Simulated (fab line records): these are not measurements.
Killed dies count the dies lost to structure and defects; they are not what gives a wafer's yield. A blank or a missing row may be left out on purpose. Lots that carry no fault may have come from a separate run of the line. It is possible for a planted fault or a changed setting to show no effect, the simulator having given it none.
Matching of chambers ; flow n5Finfet ; 4 sister chambers for N5_BEOL_M2_ETCHBACK_99 on rieDiel-02
The step etches SiO2 in CHF3, target depth 5 nm, time 10.4 s. 27 wafers are shown with their chamber, then 12 later ones without.

== EACH WAFER AND ITS CHAMBER ==
wafer;chamber;drypumpMotorCurrentA (A);throttleValvePct (%);rfVppV (V)
L074.2;0;6.0;16.8;243
L074.3;1;5.5;17.5;241
L074.5;0;6.0;16.8;242
L077.1;2;6.2;16.6;253
L077.2;3;5.5;16.6;238
L077.3;1;5.5;17.5;240
L079.1;1;5.5;17.5;241
L079.3;3;5.5;16.6;238
L079.5;2;6.2;16.6;254
L080.4;3;5.5;16.6;239
L080.5;1;5.5;17.5;240
L080.6;0;6.0;16.8;241
L081.2;2;6.2;16.6;252
L081.3;1;5.6;17.5;241
L081.4;0;6.0;16.8;243
L085.3;1;5.5;17.5;239
L085.5;3;5.5;16.7;239
L085.6;0;6.0;16.9;241
L086.2;1;5.5;17.5;241
L086.3;2;6.2;16.6;254
L086.6;3;5.5;16.7;238
L089.1;0;6.0;16.9;242
L089.2;2;6.2;16.7;252
L089.6;3;5.5;16.7;240
L090.1;1;5.5;17.5;240
L090.4;0;6.0;16.9;243
L090.5;3;5.5;16.7;238

SIGNATURES (means of the wafers above)
reading;chamber 0;chamber 1;chamber 2;chamber 3;scatter within a chamber
drypumpMotorCurrentA;6.000;5.513;6.200;5.500;0.0195
throttleValvePct;16.843;17.500;16.620;16.657;0.0429
rfVppV;242.14;240.38;253.00;238.57;0.846
Rule: for a wafer and a chamber, the distance is found by dividing, reading by reading, the gap between the wafer's reading and the chamber's mean by the reading's scatter, squaring, summing and taking the root. If the next closest chamber is less than 2 further off than the closest, the wafer can't be placed; otherwise it belongs to the closest. The scatter is the square root of a quotient: the sum, over the shown wafers, of each reading's squared deviation from its chamber's mean, divided by wafers minus chambers.

== WAFERS WITHOUT THEIR CHAMBER ==
wafer;drypumpMotorCurrentA (A);throttleValvePct (%);rfVppV (V)
L091.1;6.1;16.7;252
L091.4;6.0;16.9;244
L091.5;6.0;16.9;241
L092.2;5.5;16.7;240
L092.3;6.0;16.9;243
L092.6;5.5;16.7;239
L096.3;6.0;16.9;243
L096.4;5.5;17.6;239
L096.5;6.0;16.9;242
L095.3;6.0;16.9;241
L095.5;5.5;16.7;237
L095.6;6.0;16.9;242

== CHAMBER TAKEN BY EACH ==
wafer;from the rows above;in truth
L091.1;2;2
L091.4;0;0
L091.5;0;0
L092.2;3;3
L092.3;0;0
L092.6;3;3
L096.3;0;0
L096.4;1;1
L096.5;0;0
L095.3;0;0
L095.5;3;3
L095.6;0;0
12 of 12 placed correctly. Can't be placed from these rows: 0. Number placed wrongly: 0.
